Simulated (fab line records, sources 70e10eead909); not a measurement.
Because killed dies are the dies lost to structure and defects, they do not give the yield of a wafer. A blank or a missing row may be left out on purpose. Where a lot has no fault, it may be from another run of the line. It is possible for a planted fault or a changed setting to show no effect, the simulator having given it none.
What tool caused it? -- flow nand_harc -- 36 wafers from 12 lots sampled at 5 of the route's 1302 steps

## WHAT THE GAUGES READ, wafer by wafer
NHARC_A_DECK1_JOINT_THK_MEAS_14: measures by ellipsometry. Usual: thk_nm reads 50.6 nm (standard deviation 1.3).
lot,measured,on,thk_nm (nm),flag
L107,day 11 15:51,film_metro-02,48.9 50.7 51.7,
L109,day 12 05:50,film_metro-01,50.8 50.2 51.3,
L110,day 12 05:50,film_metro-02,52.7 51.7 53.5,
L113,day 14 17:06,film_metro-02,51.8 50.6 51.8,
L121,day 17 03:53,film_metro-01,49.4 50.8 51.1,
L122,day 17 03:53,film_metro-01,50.2 50.2 50.8,
L124,day 18 21:38,film_metro-01,51.5 49.9 51.6,
L126,day 18 21:29,film_metro-01,49.1 49.4 51.0,
L125,day 18 21:30,film_metro-02,49.3 49.3 47.5,
L127,day 19 13:10,film_metro-02,48.9 50.6 47.6,
L129,day 20 14:02,film_metro-01,50.7 49.6 49.8,
L128,day 20 13:53,film_metro-02,51.4 52.1 50.8,

NHARC_END_SORT_01. Usual: killed_at_array 58, standard deviation 17; killed_at_other 1.0, standard deviation 1.4; killed_at_periphery 3.6, standard deviation 2.4; killed_dies 62, standard deviation 17; killed_open 3.4, standard deviation 2; killed_short 2.2, standard deviation 1.6.
lot,measured,on,killed_at_array,killed_at_other,killed_at_periphery,killed_dies,killed_open,killed_short,flag
L113,day 27 23:02,prober-02,79 60 70,2 0 1,1 5 5,82 65 76,8 2 1,4 3 0,
L121,day 29 18:05,prober-01,62 66 66,1 1 0,9 9 5,72 76 71,5 4 4,3 1 1,

## WHAT TOOL EACH LOT RAN ON (gives the tool, then ch and the chambers of the sampled wafers, and finally the start)
lot,NHARC_A_CHANNEL_HOLE_D1_STRIP_27,NHARC_A_CHANNEL_FILL_D1_CMP_10,NHARC_A_DECK1_JOINT_ETCHBACK_07
L107,"rie_diel-06 ch 0,1,2, day 11 05:01 or earlier","cmp-04 ch 0,2, day 11 05:01","rie_si-02 ch 2,3, day 11 05:29"
L109,"rie_diel-12 ch 0,1,2, day 11 19:04 or earlier","cmp-04 ch 0,2,3, day 11 19:04","rie_si-02 ch 1,2,3, day 11 19:29"
L110,"rie_diel-07 ch 0,1, day 11 19:01 or earlier","cmp-02 ch 0,2, day 11 19:01","rie_si-05 ch 0,3, day 11 19:29"
L113,"rie_diel-12 ch 0,2, day 14 05:57 or earlier","cmp-02 ch 2,3, day 14 05:57","rie_si-02 ch 0,2,3, day 14 06:25"
L121,"rie_diel-12 ch 0,2,3, day 16 17:04 or earlier","cmp-02 ch 0,1,3, day 16 17:04","rie_si-05 ch 0,1, day 16 17:31"
L122,"rie_diel-12 ch 0,3, day 16 17:02 or earlier","cmp-01 ch 1,2, day 16 17:02","rie_si-02 ch 0,1,2, day 16 17:32"
L124,"rie_diel-12 ch 1,2,3, day 18 10:45 or earlier","cmp-02 ch 0,1,2, day 18 10:45","rie_si-02 ch 0,2,3, day 18 11:12"
L126,"rie_diel-07 ch 0,2, day 18 10:43 or earlier","cmp-01 ch 1,2, day 18 10:43","rie_si-01 ch 1,2, day 18 11:11"
L125,"rie_diel-07 ch 0,1,3, day 18 10:42 or earlier","cmp-04 ch 0,2,3, day 18 10:42","rie_si-05 ch 0,2,3, day 18 11:11"
L127,"rie_diel-12 ch 2,3, day 19 02:10 or earlier","cmp-02 ch 0,1,3, day 19 02:10","rie_si-02 ch 0,2,3, day 19 02:38"
L129,"rie_diel-12 ch 0,1,2, day 20 02:55 or earlier","cmp-02 ch 0,1, day 20 02:55","rie_si-05 ch 1,2, day 20 03:24"
L128,"rie_diel-06 ch 0,1,2, day 20 02:55 or earlier","cmp-04 ch 0,2, day 20 02:55","rie_si-01 ch 0,2,3, day 20 03:22"
- NHARC_A_CHANNEL_HOLE_D1_STRIP_27: strips in O2.
- NHARC_A_CHANNEL_FILL_D1_CMP_10: polishes, target thk 150 nm.
- NHARC_A_DECK1_JOINT_ETCHBACK_07: etches the open film in HBr, target depth 105 nm, time 26.9 s.

## WHAT THE TOOLS THEMSELVES READ (means of the sampled wafers that have a number; where no wafer has one, the mark that the record gives instead)
NHARC_A_CHANNEL_HOLE_D1_STRIP_27. Usual: drypump_motor_current_A 5.9 A, standard deviation 0.34; oes_product_au 0.998 a.u., standard deviation 0.011; rf_vpp_V 57.8 V, standard deviation 0.86; showerhead_plenum_p_Torr 3.56 Torr, standard deviation 0.14; throttle_valve_pct 17.036 %, standard deviation 0.0086.
lot,tool,drypump_motor_current_A (A),oes_product_au (a.u.),rf_vpp_V (V),showerhead_plenum_p_Torr (Torr),throttle_valve_pct (%),flag
L107,rie_diel-06,5.8,0.996,58.3,3.56,17.035,
L109,rie_diel-12,5.9,0.988,58.6,3.69,17.031,
L110,rie_diel-07,6.5,1.014,58.3,3.37,17.030,
L113,rie_diel-12,6.0,1.005,57.8,3.67,17.042,
L121,rie_diel-12,6.0,1.009,57.2,3.57,17.039,
L122,rie_diel-12,6.1,1.004,58.2,3.45,17.040,
L124,rie_diel-12,5.9,1.005,58.9,3.59,17.036,
L126,rie_diel-07,6.0,0.994,56.2,3.49,17.045,
L125,rie_diel-07,6.2,1.001,56.9,3.38,17.038,
L127,rie_diel-12,6.1,1.003,57.9,3.48,17.035,
L129,rie_diel-12,5.9,0.999,58.3,3.68,17.037,
L128,rie_diel-06,5.8,0.988,58.1,3.52,17.032,

NHARC_A_CHANNEL_FILL_D1_CMP_10. Usual: motor_current_A 11.3 A, standard deviation 1.2; pad_life_wafers 176, standard deviation 100; slurry_filter_dp_kPa 13.49 kPa, standard deviation 0.14; time_to_endpoint_s 15.0 s, standard deviation 2.2.
lot,tool,motor_current_A (A),pad_life_wafers,slurry_filter_dp_kPa (kPa),time_to_endpoint_s (s),flag
L107,cmp-04,10.7,115,13.45,15.2,
L109,cmp-04,10.8,164,13.55,15.7,
L110,cmp-02,11.7,43,13.51,13.5,
L113,cmp-02,10.3,240,13.41,17.5,
L121,cmp-02,11.7,122,13.54,15.5,
L122,cmp-01,12.1,368,13.39,14.2,
L124,cmp-02,11.8,242,13.44,13.4,
L126,cmp-01,13.0,104,13.58,15.3,
L125,cmp-04,10.8,43,13.46,14.9,
L127,cmp-02,11.5,314,13.45,13.6,
L129,cmp-02,11.8,55,13.51,11.7,
L128,cmp-04,11.5,194,13.48,16.5,

NHARC_A_DECK1_JOINT_ETCHBACK_07. Usual: drypump_motor_current_A 5.9 A, standard deviation 0.49; oes_product_au 0.999 a.u., standard deviation 0.01; rf_fwd_power_W 343.7 W, standard deviation 2.1; throttle_valve_pct 23.265 %, standard deviation 0.0089.
lot,tool,drypump_motor_current_A (A),oes_product_au (a.u.),rf_fwd_power_W (W),throttle_valve_pct (%),flag
L107,rie_si-02,6.0,1.003,344.0,23.265,
L109,rie_si-02,5.9,0.999,342.7,23.258,
L110,rie_si-05,6.2,1.006,345.0,23.266,
L113,rie_si-02,6.0,1.003,342.5,23.271,
L121,rie_si-05,6.1,1.000,346.5,23.266,
L122,rie_si-02,5.4,1.002,342.8,23.270,
L124,rie_si-02,6.0,1.004,342.3,23.267,
L126,rie_si-01,5.4,0.992,343.5,23.268,
L125,rie_si-05,6.2,0.998,344.8,23.271,
L127,rie_si-02,6.0,1.002,342.4,23.270,
L129,rie_si-05,6.2,0.998,345.7,23.253,
L128,rie_si-01,5.9,1.006,342.2,23.265,

## THE ANSWER, worked out from the rows above alone
Rule: take the mean of a lot's wafers that have a number; if it is more than 3 standard deviations from the usual mean, the lot is off. A lot without any number at a reading at which 4 lots or more have one is off too. All remaining lots with rows at the step are treated as sound. After the gauges, taken in route order, come the tools' own readings; for these a lot's mean is taken, as printed above. At the first step where some lot is off, the reading lying furthest off is the one used; lots without a number count as furthest.
No lot is off at any reading shown: from this, nothing can be told.

## WHAT THE SIMULATOR PUT IN
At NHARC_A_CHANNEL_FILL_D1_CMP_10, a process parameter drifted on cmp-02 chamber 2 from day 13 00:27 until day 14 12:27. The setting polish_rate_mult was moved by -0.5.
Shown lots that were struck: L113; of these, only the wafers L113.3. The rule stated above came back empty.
